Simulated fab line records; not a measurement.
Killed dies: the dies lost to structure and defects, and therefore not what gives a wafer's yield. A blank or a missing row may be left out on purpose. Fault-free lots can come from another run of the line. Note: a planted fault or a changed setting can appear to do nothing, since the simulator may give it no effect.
A struck lot beside a sound one ; flow n5_finfet ; 15 steps out of a route of 1938
Sound: these wafers, L615.2, L615.4, L615.5. Struck: wafer L627.1 (L627.5, L627.6, from the same lot, were not struck and are left out); the cause is given at the end.
For every step that has rows: the tool of each side, followed by ch and its chambers, followed by its first start. Under that, the readings that differ: sound wafers ; struck wafers ; difference of the means ; sigmas: that difference in standard deviations of wafers without a fault.
alike: words and numbers the same on both sides, and readings whose means are apart by under 2 such deviations; not compared: readings that were withheld, readings missing a value for some wafer, numbers with overlapping values and no deviation given by the record, and bounds like >300 which may hide the same value.
Wherever a step has rows on one side only, a row that says differs or no value, or a row with sigmas, the two part there. Numbers that have no deviation but don't overlap get no sigmas and don't part them. A reading that every wafer of one side lacks parts them only if that side has two wafers or more.

N5_BEOL_M9_STRIP_80: strips in N2/H2, time 10 s.
  sound: rie_diel-04 ch 0,2; struck: rie_diel-04 ch 0
  alike: bias_power_w, drypump_motor_current_A, oes_product_au, rf_vpp_V, showerhead_plenum_p_Torr, throttle_valve_pct
  not compared: rf_hours_counter_h
N5_BEOL_M9_OCD_MEAS_38:
  sound on ocd-01 at day 11 08:32; struck on ocd-01 at day 14 17:57
  alike: trench_depth_nm
then, 4 steps without rows for these wafers: N5_BEOL_M9_HM_STRIP_39 (strips TiN in peroxide tin strip, target depth 25 nm, time 158 s); N5_BEOL_M9_SRD_40 (time 30 s); N5_BEOL_M9_PRECLEAN_42 (cleans in residue remover, time 60 s); N5_BEOL_M9_SRD_43 (time 30 s).
N5_BEOL_M9_CD_MEAS_35: target cd 70 nm, target cd y 40 nm.
  sound on cd_sem-02 at day 11 08:41; struck on cd_sem-03 at day 14 18:06
  alike: cd_nm
N5_BEOL_M9_CURE_72: cures SiCOH lowk, time 120 s.
  sound on uv_cure-03 ch 0, day 11 08:46; struck on uv_cure-01 ch 0, day 14 18:08
  alike: lamp_power_pct, wafer_temp_C_max
N5_BEOL_M9_DEGAS_44: time 60 s.
  sound on pvd_sputter-02 at day 11 09:46; struck on pvd_sputter-03 at day 14 18:42
  alike: heater_power_w
N5_BEOL_M9_PRE_CLEAN_45: time 30 s.
  sound on pvd_sputter-02 at day 11 09:48; struck on pvd_sputter-03 at day 14 18:44
  alike: heater_power_w
N5_BEOL_M9_ALD_74: deposits TaN, target thk 2 nm, pulse time 2 s, purge time 3 s.
  sound on ald_metal-03 ch 2,3, day 11 09:52; struck on ald_metal-03 ch 1, day 14 18:48
  alike: heater_power_w
then, 1 step without rows for these wafers: N5_BEOL_M9_SURFACE_TREAT_79.
N5_BEOL_M9_CVD_78: deposits Co from CCTBA/H2, target thk 2 nm, time 138.9 s.
  sound on cvd_co-02 ch 1,2, day 11 10:13; struck on cvd_co-02 ch 2, day 14 19:11
reading;sound;struck;difference;sigmas
run_length_s (s);161.9 162.0 161.0;271.6;+110.0;+99 or more
then, 1 step without rows for these wafers: N5_BEOL_M9_SPUTTER_48 (material Cu, target thk 12 nm, time 2 s).
N5_PASSIVATION_PROBE_49:
  sound wafers here have rows in the record (prober-01, day 14 04:05); struck ones have none

## WHERE THEY PART
Last at N5_PASSIVATION_PROBE_49 as far as this record goes, first at N5_BEOL_M9_CVD_78.

WHY: what the simulator had put in
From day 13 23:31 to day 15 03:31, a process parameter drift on cvd_co-02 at N5_BEOL_M9_CVD_78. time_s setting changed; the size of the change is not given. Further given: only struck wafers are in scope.
